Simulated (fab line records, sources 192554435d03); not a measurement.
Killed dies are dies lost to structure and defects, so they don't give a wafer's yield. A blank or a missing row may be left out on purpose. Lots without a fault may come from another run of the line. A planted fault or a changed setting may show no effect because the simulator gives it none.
Chamber matching | flow n5_finfet | N5_SD_EPI_N_ETCH_34 on rie_diel-05: 4 sister chambers
The step etches SiARC in CF4, target depth 45.5 nm, time 75.8 s. 16 wafers are shown with their chamber, then 8 later ones without.

WAFERS WITH THEIR CHAMBER
wafer  | chamber | drypump_motor_current_A (A) | etch_rf_on_time_s (s) | throttle_valve_pct (%)
L074.1 | 2       | 5.9                         | 74.6                  | 15.49
L074.2 | 3       | 5.7                         | 78.1                  | 15.83
L074.3 | 0       | 5.0                         | 74.6                  | 15.17
L076.3 | 3       | 5.7                         | 78.6                  | 15.84
L076.4 | 0       | 5.0                         | 75.3                  | 15.17
L076.6 | 1       | 5.5                         | 77.6                  | 15.68
L078.2 | 1       | 5.5                         | 77.9                  | 15.69
L078.4 | 0       | 4.9                         | 75.2                  | 15.20
L078.5 | 3       | 5.7                         | 78.5                  | 15.83
L087.1 | 2       | 5.9                         | 75.2                  | 15.56
L087.2 | 1       | 5.5                         | 77.6                  | 15.75
L087.6 | 0       | 4.9                         | 76.1                  | 15.26
L088.2 | 2       | 5.9                         | 75.7                  | 15.57
L088.5 | 3       | 5.7                         | 77.1                  | 15.37
L088.6 | 2       | 5.9                         | 74.7                  | 15.56
L093.1 | 3       | 5.7                         | 77.8                  | 15.40

SIGNATURES (means of the wafers above)
reading                 | chamber 0 | chamber 1 | chamber 2 | chamber 3 | scatter within a chamber
drypump_motor_current_A | 4.950     | 5.500     | 5.900     | 5.700     | 0.0289
etch_rf_on_time_s       | 75.300    | 77.700    | 75.050    | 78.020    | 0.535
throttle_valve_pct      | 15.2000   | 15.7067   | 15.5450   | 15.6540   | 0.146
Rule: a wafer's distance from a chamber is the root of the sum, over the readings, of the square of ((its reading less the chamber's mean) divided by the reading's scatter). The wafer belongs to the nearest chamber; if the next one is less than 2 further off, it can't be placed. The scatter: the root of (the sum of the squares of (reading less its chamber's mean) over the shown wafers, divided by (wafers less chambers)).

WAFERS WITHOUT THEIR CHAMBER
wafer  | drypump_motor_current_A (A) | etch_rf_on_time_s (s) | throttle_valve_pct (%)
L093.2 | 4.9                         | 75.3                  | 15.25
L093.3 | 5.5                         | 77.3                  | 15.79
L095.2 | 5.5                         | 77.2                  | 15.78
L095.4 | 4.9                         | 75.4                  | 15.28
L095.5 | 5.5                         | 77.4                  | 15.79
L097.4 | 5.9                         | 76.1                  | 15.62
L097.5 | 5.0                         | 75.1                  | 15.26
L097.6 | 5.6                         | 77.3                  | 15.77

WHICH CHAMBER EACH WENT THROUGH
wafer  | from the rows above     | in truth
L093.2 | 0                       | 0
L093.3 | 1                       | 1
L095.2 | 1                       | 1
L095.4 | 0                       | 0
L095.5 | 1                       | 1
L097.4 | 2                       | 2
L097.5 | 0                       | 0
L097.6 | can't be placed: 1 or 3 | 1
Placed correctly: 7 of 8. Can't be placed from these rows: 1 (the true chamber is among the candidates in 1). Placed wrongly: 0.
